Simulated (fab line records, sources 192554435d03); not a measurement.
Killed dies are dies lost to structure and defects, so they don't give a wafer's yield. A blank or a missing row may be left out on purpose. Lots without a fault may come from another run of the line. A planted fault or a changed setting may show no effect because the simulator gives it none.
Which tool did it? | flow n5_finfet | 9 lots, 27 wafers sampled, at 5 steps of a route of 1938

WHAT THE GAUGES READ, wafer by wafer
N5_BEOL_M4_RC_MEAS_101. Usual: DIBL_N 36.3 mV/V, standard deviation 2; DIBL_P 36.3 mV/V, standard deviation 2.4; IOFF_N 0.16 nA/um, standard deviation 0.034; IOFF_P 0.21 nA/um, standard deviation 0.035; ION_N 672 uA/um, standard deviation 12; ION_P 459 uA/um, standard deviation 6.5; SS_N 71.6 mV/dec, standard deviation 0.67; SS_P 73.3 mV/dec, standard deviation 0.71; VT_N 250 mV, standard deviation 3.5; VT_P -251 mV, standard deviation 3.
lot  | measured     | on        | DIBL_N (mV/V)  | DIBL_P (mV/V)  | IOFF_N (nA/um) | IOFF_P (nA/um) | ION_N (uA/um) | ION_P (uA/um) | SS_N (mV/dec)  | SS_P (mV/dec)  | VT_N (mV)   | VT_P (mV)      | flag
L393 | day 8 00:26  | prober-02 | 35.2 37.8 35.8 | 33.4 36.8 34.4 | 0.12 0.17 0.14 | 0.18 0.23 0.19 | 658 676 672   | 453 464 459   | 71.4 71.9 71.5 | 72.0 73.4 72.6 | 252 248 252 | -254 -248 -250 |
L395 | day 8 07:41  | prober-02 | 32.6 32.3 32.3 | 31.7 31.6 31.5 | 0.10 0.10 0.10 | 0.15 0.15 0.15 | 651 653 664   | 456 453 456   | 70.0 69.8 70.1 | 72.0 71.8 72.1 | 259 256 257 | -256 -253 -254 |
L396 | day 8 16:58  | prober-02 | 35.0 33.2 33.3 | 34.4 31.5 32.3 | 0.14 0.10 0.11 | 0.18 0.13 0.15 | 666 647 650   | 453 440 452   | 71.1 70.8 70.9 | 73.2 72.8 72.7 | 249 256 256 | -254 -256 -253 |
L398 | day 9 05:11  | prober-02 | 35.9 39.3 35.9 | 34.6 38.7 34.3 | 0.14 0.22 0.15 | 0.17 0.23 0.16 | 657 689 672   | 444 463 452   | 71.6 73.1 72.0 | 73.7 74.5 73.3 | 255 247 251 | -256 -251 -256 |
L405 | day 11 20:07 | prober-02 | 37.1 38.7 39.6 | 36.1 37.1 38.6 | 0.15 0.16 0.18 | 0.19 0.20 0.23 | 667 661 677   | 455 450 460   | 71.9 72.4 71.6 | 72.6 73.5 73.8 | 250 250 249 | -252 -251 -248 |
L406 | day 11 21:34 | prober-01 | 35.5 36.9 38.3 | 37.5 38.8 40.6 | 0.15 0.19 0.22 | 0.22 0.23 0.28 | 664 671 679   | 458 459 465   | 72.0 72.6 72.3 | 73.6 73.9 74.3 | 253 249 244 | -248 -249 -247 |
L411 | day 14 07:01 | prober-02 | 37.0 34.8 38.7 | 38.8 34.8 38.5 | 0.20 0.15 0.24 | 0.25 0.19 0.24 | 682 666 676   | 462 454 458   | 71.8 71.2 72.4 | 74.3 74.1 74.0 | 247 249 244 | -248 -252 -249 |
L414 | day 14 05:52 | prober-01 | 37.9 37.1 40.2 | 38.8 37.0 40.1 | 0.20 0.18 0.24 | 0.25 0.22 0.28 | 699 679 693   | 473 463 469   | 72.3 71.9 72.8 | 74.4 73.8 74.6 | 245 246 243 | -248 -249 -250 |
L416 | day 14 14:23 | prober-01 | 36.8 37.2 36.1 | 37.1 37.9 36.1 | 0.19 0.20 0.18 | 0.22 0.24 0.21 | 680 679 684   | 459 459 462   | 71.8 72.0 72.0 | 73.0 73.4 72.6 | 248 246 245 | -249 -248 -251 |

WHICH TOOL RAN EACH LOT (tool, then ch and the chambers of the sampled wafers, then the start)
lot  | N5_BEOL_M3_ANNEAL_93         | N5_BEOL_M3_DEP_57               | N5_BEOL_M4_ETCH_64                 | N5_BEOL_M4_STRIP_19
L393 | pvd_sputter-01, day 7 08:41  | pecvd-03 ch 0,1,2, day 7 10:02  | rie_diel-06 ch 1,2,3, day 7 13:14  | rie_diel-06 ch 0,3, day 7 13:32
L395 | pvd_sputter-01, day 7 13:56  | pecvd-02 ch 0,2, day 7 15:17    | rie_diel-05 ch 0,1,2, day 7 17:06  | rie_diel-02 ch 1,2, day 7 17:28
L396 | pvd_sputter-02, day 8 02:01  | pecvd-04 ch 0,2, day 8 04:08    | rie_diel-05 ch 1,2,3, day 8 07:20  | rie_diel-02 ch 1,2,3, day 8 07:37
L398 | pvd_sputter-03, day 8 10:15  | pecvd-04 ch 0,1,2, day 8 11:52  | rie_diel-06 ch 0,1,2, day 8 13:24  | rie_diel-02 ch 0,1,3, day 8 13:41
L405 | pvd_sputter-02, day 10 11:22 | pecvd-04 ch 0,1, day 10 12:48   | rie_diel-06 ch 0,1, day 10 13:47   | rie_diel-06 ch 0,1,2, day 10 14:04
L406 | pvd_sputter-03, day 10 20:15 | pecvd-04 ch 0,1,2, day 10 21:35 | rie_diel-02 ch 1,2, day 10 22:59   | rie_diel-06 ch 0,1,2, day 10 23:16
L411 | pvd_sputter-02, day 13 01:51 | pecvd-03 ch 0,2, day 13 03:19   | rie_diel-06 ch 1,3, day 13 05:24   | rie_diel-05 ch 0,1,3, day 13 05:46
L414 | pvd_sputter-02, day 13 09:49 | pecvd-03 ch 0,1,2, day 13 11:13 | rie_diel-06 ch 1,3, day 13 12:26   | rie_diel-06 ch 1,2,3, day 13 12:46
L416 | pvd_sputter-02, day 13 22:14 | pecvd-03 ch 0,2, day 13 23:34   | rie_diel-02 ch 0,1,3, day 14 01:46 | rie_diel-02 ch 1,2,3, day 14 02:05
- N5_BEOL_M3_ANNEAL_93: time 240 s.
- N5_BEOL_M3_DEP_57: deposits SiCN from 3MS/NH3, target thk 8 nm, time 14 s.
- N5_BEOL_M4_ETCH_64: etches SOC in N2/H2, target depth 75 nm, overetch 22.5 nm, time 121.9 s.
- N5_BEOL_M4_STRIP_19: strips in O2.

WHAT THE TOOLS THEMSELVES READ (means of the sampled wafers that have a number; where no wafer has one, the mark that the record gives instead)
N5_BEOL_M3_ANNEAL_93. Usual: heater_power_w 844 W, standard deviation 68.
lot  | tool           | heater_power_w (W) | flag
L393 | pvd_sputter-01 | 867                |
L395 | pvd_sputter-01 | 879                |
L396 | pvd_sputter-02 | 848                |
L398 | pvd_sputter-03 | 863                |
L405 | pvd_sputter-02 | 866                |
L406 | pvd_sputter-03 | 806                |
L411 | pvd_sputter-02 | 852                |
L414 | pvd_sputter-02 | 837                |
L416 | pvd_sputter-02 | 854                |

N5_BEOL_M3_DEP_57. Usual: showerhead_plenum_p_Torr 3.669 Torr, standard deviation 0.015; throttle_valve_pct 8.9 %, standard deviation 0.38.
lot  | tool     | showerhead_plenum_p_Torr (Torr) | throttle_valve_pct (%) | flag
L393 | pecvd-03 | 3.670                           | 8.8                    |
L395 | pecvd-02 | 3.654                           | 8.8                    |
L396 | pecvd-04 | 3.673                           | 9.0                    |
L398 | pecvd-04 | 3.674                           | 8.8                    |
L405 | pecvd-04 | 3.680                           | 9.0                    |
L406 | pecvd-04 | 3.671                           | 8.9                    |
L411 | pecvd-03 | 3.671                           | 8.9                    |
L414 | pecvd-03 | 3.667                           | 9.1                    |
L416 | pecvd-03 | 3.671                           | 9.0                    |

N5_BEOL_M4_ETCH_64. Usual: bias_w 150.0 W, standard deviation 0.45; drypump_motor_current_A 5.7 A, standard deviation 0.58; oes_product_au 0.55 a.u., standard deviation 0.036; rf_vpp_V 522.9 V, standard deviation 2.5; showerhead_plenum_p_Torr 2.51 Torr, standard deviation 0.084; throttle_valve_pct 17.9 %, standard deviation 0.34.
lot  | tool        | bias_w (W) | drypump_motor_current_A (A) | oes_product_au (a.u.) | rf_vpp_V (V) | showerhead_plenum_p_Torr (Torr) | throttle_valve_pct (%) | flag
L393 | rie_diel-06 | 150.2      | 5.1                         | 0.54                  | 523.2        | 2.50                            | 18.0                   |
L395 | rie_diel-05 | 150.5      | 6.4                         | 0.59                  | 524.5        | 2.56                            | 17.8                   |
L396 | rie_diel-05 | 150.0      | 6.1                         | 0.60                  | 523.9        | 2.52                            | 17.8                   |
L398 | rie_diel-06 | 150.2      | 5.4                         | 0.53                  | 521.9        | 2.48                            | 18.2                   |
L405 | rie_diel-06 | 149.9      | 5.6                         | 0.53                  | 520.2        | 2.41                            | 18.2                   |
L406 | rie_diel-02 | 150.1      | 6.5                         | 0.60                  | 526.2        | 2.63                            | 17.6                   |
L411 | rie_diel-06 | 119.3      | 5.2                         | 0.53                  | 451.3        | 2.42                            | 17.8                   | OFF
L414 | rie_diel-06 | 120.3      | 5.3                         | 0.53                  | 451.1        | 2.41                            | 18.0                   | OFF
L416 | rie_diel-02 | 149.6      | 6.0                         | 0.56                  | 524.4        | 2.55                            | 17.7                   |

N5_BEOL_M4_STRIP_19. Usual: drypump_motor_current_A 5.8 A, standard deviation 0.55; o2_flow_sccm 225.0 sccm, standard deviation 0.65; oes_product_au 0.73 a.u., standard deviation 0.053; rf_vpp_V 3.6 V, standard deviation 0.46; showerhead_plenum_p_Torr 2.08 Torr, standard deviation 0.067; throttle_valve_pct 16.78 %, standard deviation 0.28.
lot  | tool        | drypump_motor_current_A (A) | o2_flow_sccm (sccm) | oes_product_au (a.u.) | rf_vpp_V (V) | showerhead_plenum_p_Torr (Torr) | throttle_valve_pct (%) | flag
L393 | rie_diel-06 | 5.3                         | 225.7               | 0.73                  | 3.8          | 2.00                            | 16.55                  |
L395 | rie_diel-02 | 6.3                         | 225.1               | 0.80                  | 3.9          | 2.14                            | 16.52                  |
L396 | rie_diel-02 | 6.2                         | 225.1               | 0.78                  | 3.2          | 2.14                            | 16.64                  |
L398 | rie_diel-02 | 6.0                         | 224.7               | 0.78                  | 3.7          | 2.13                            | 16.68                  |
L405 | rie_diel-06 | 5.4                         | 225.2               | 0.68                  | 3.5          | 2.04                            | 17.05                  |
L406 | rie_diel-06 | 5.4                         | 225.1               | 0.68                  | 3.8          | 2.03                            | 17.06                  |
L411 | rie_diel-05 | 6.1                         | 225.0               | 0.78                  | 3.9          | 2.07                            | 16.53                  |
L414 | rie_diel-06 | 5.1                         | 225.5               | 0.67                  | 3.3          | 2.05                            | 16.94                  |
L416 | rie_diel-02 | 6.2                         | 224.6               | 0.73                  | 3.8          | 2.12                            | 16.72                  |

THE ANSWER, worked out from the rows above alone
Rule: a lot is off if the mean of its wafers that have a number lies more than 3 standard deviations from the usual mean. A lot without any number at a reading at which 4 lots or more have one is off too. The other lots that the step has rows for count as sound. The gauges are gone through in route order, then the tools' own readings, and for those a lot's mean is taken as printed above. The first step at which some lot is off is used, and at that step the reading that is off furthest; a lot without a number counts as furthest.
Off: L411, L414, at N5_BEOL_M4_ETCH_64 (bias_w).
A tool fits if, at that step or a process step before it, it ran every lot that is off, and no sound lot after the first of them. One fits: rie_diel-06 at N5_BEOL_M4_ETCH_64. Its last sound lot is L405 (day 10 13:47), its first lot that is off L411 (day 13 05:24): a fault that began between those two fits.
The tool's own readings at N5_BEOL_M4_ETCH_64 bear it out: on the lots that are off they differ by more than 5 times the standard deviation of the sound lots' means. bias_w reads 119.8 W there against 150.1 W on the sound lots; rf_vpp_V reads 451.2 V there against 523.5 V on the sound lots.

WHAT THE SIMULATOR HAD PUT IN
Process parameter drift: rie_diel-06, from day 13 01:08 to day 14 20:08, at N5_BEOL_M4_ETCH_64. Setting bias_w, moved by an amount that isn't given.
Lots struck among those shown: L414, L411. The rule above found the same.
